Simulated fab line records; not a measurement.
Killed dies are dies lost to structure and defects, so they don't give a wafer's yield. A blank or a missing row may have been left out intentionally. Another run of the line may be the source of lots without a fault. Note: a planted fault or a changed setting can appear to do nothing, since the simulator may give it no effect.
Problem report, 8D (eight disciplines) form, completed by code | flow n5Finfet | the parts of the form that need people (team, actions taken, sign-off) are left out

## 1. THE ISSUE
A mean of 130.2 sccm is read at N5_GATE_CUT_ETCH_36 for cf4FlowSccm, taken on 1 wafer of 1 lot, against 100.0 sccm (standard deviation 0.31) on wafers free of any fault. That puts it +97 standard deviations away from the usual mean.
The step: etches SiARC in CF4, target depth 13 nm, time 21.7 s.
First observed at day 8 00:12: wafer L901.6, on rieDiel-05. The record has a number at this step for 24 wafers belonging to 8 lots. Rule for "out", or "out of limits": more than 4 standard deviations from the usual mean. The other wafers with a number count as sound.

## 2. WHAT IT IS, WHAT IT ISN'T
question                    | is                            | is not
which readings at this step | cf4FlowSccm, throttleValvePct | biasW, drypumpMotorCurrentA, etchRfOnTimeS, oesProductAu, rfVppV, showerheadPlenumPTorr
which lots                  | L901                          | L887, L889, L892, L895, L905, L906, L907
which wafers of those lots  | L901.6                        | L901.1, L901.2
read on which tools         | rieDiel-05                    | rieDiel-03, rieDiel-04
when                        | from day 8 00:12              | up to then (14 sound wafers); but 9 sound wafers of L905, L906, L907 came after

## 3. WHAT RULES OUT EACH SUSPECT
Counting: a tool at a process step up to the reading stays a suspect if it ran every lot that is out. Sound lots after the first of them don't rule it out here, since some wafers of a struck lot are sound.
- rieDiel-04 at N5_GATE_CUT_STRIP_59 (strips in N2/H2, time 20 s): kept. It ran the lot that is out, L901 (day 7 20:27).
- rieDiel-05 at N5_GATE_CUT_DESCUM_18 (chemistry O2, time 7 s): kept. It ran the lot that is out, L901 (day 8 00:08); its last sound lot up to then is L892 (day 6 03:38).
- rieDiel-05 at N5_GATE_CUT_ETCH_36 (etches SiARC in CF4, target depth 13 nm, time 21.7 s): kept. It ran the lot that is out, L901 (day 8 00:12); its last sound lot up to then is L892 (day 6 03:41). Its own cf4FlowSccm, throttleValvePct readings are out on those wafers.
- rieDiel-04, N5_GATE_CUT_STRIP_59: wafers that are out in chamber 1, sound lot-mates in chambers 2, 3.
- rieDiel-05, N5_GATE_CUT_DESCUM_18: wafers that are out in chamber 0, sound lot-mates in chambers 1, 3.
- rieDiel-05, N5_GATE_CUT_ETCH_36: wafers that are out in chamber 0, sound lot-mates in chambers 1, 3.
The count leaves rieDiel-04 at N5_GATE_CUT_STRIP_59, rieDiel-05 at N5_GATE_CUT_DESCUM_18, and rieDiel-05 at N5_GATE_CUT_ETCH_36.

## 4. THE CAUSE (what the simulator had put in)
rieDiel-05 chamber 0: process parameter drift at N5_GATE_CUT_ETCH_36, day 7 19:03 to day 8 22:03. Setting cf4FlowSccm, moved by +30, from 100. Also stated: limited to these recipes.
Counting left 3 suspects, and this tool is among them.

## 5. SEQUENCE OF EFFECTS, ordered by route
Rows list readings where the struck wafers' mean (over those with a number) sits beyond 3 standard deviations from the usual. Scope: only readings with a usual standard deviation given in the record; hours: median across lots of the time from each lot's start at the first step in this table that gives one to its start at this step; sigmas: change in usual standard deviations.
hours | step                | reading          | usual      | on struck wafers | change | sigmas
0     | N5_GATE_CUT_ETCH_36 | cf4FlowSccm      | 100.0 sccm | 130.2            | +30.2  | +97
0     | N5_GATE_CUT_ETCH_36 | throttleValvePct | 15.66 %    | 16.94            | +1.28  | +6.4
Process steps it contains:
- N5_GATE_CUT_ETCH_36: etches SiARC in CF4, target depth 13 nm, time 21.7 s.
At these later measuring or inspecting steps, every struck wafer for which the step has a row has a number for every such reading, and none has moved that far: N5_BEOL_M4_RC_MEAS_101.

## 6. WHAT WOULD HAVE CAUGHT IT SOONER
In this record no reading fell out of limits until day 8 00:12, 5 hours after the fault had begun at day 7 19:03.
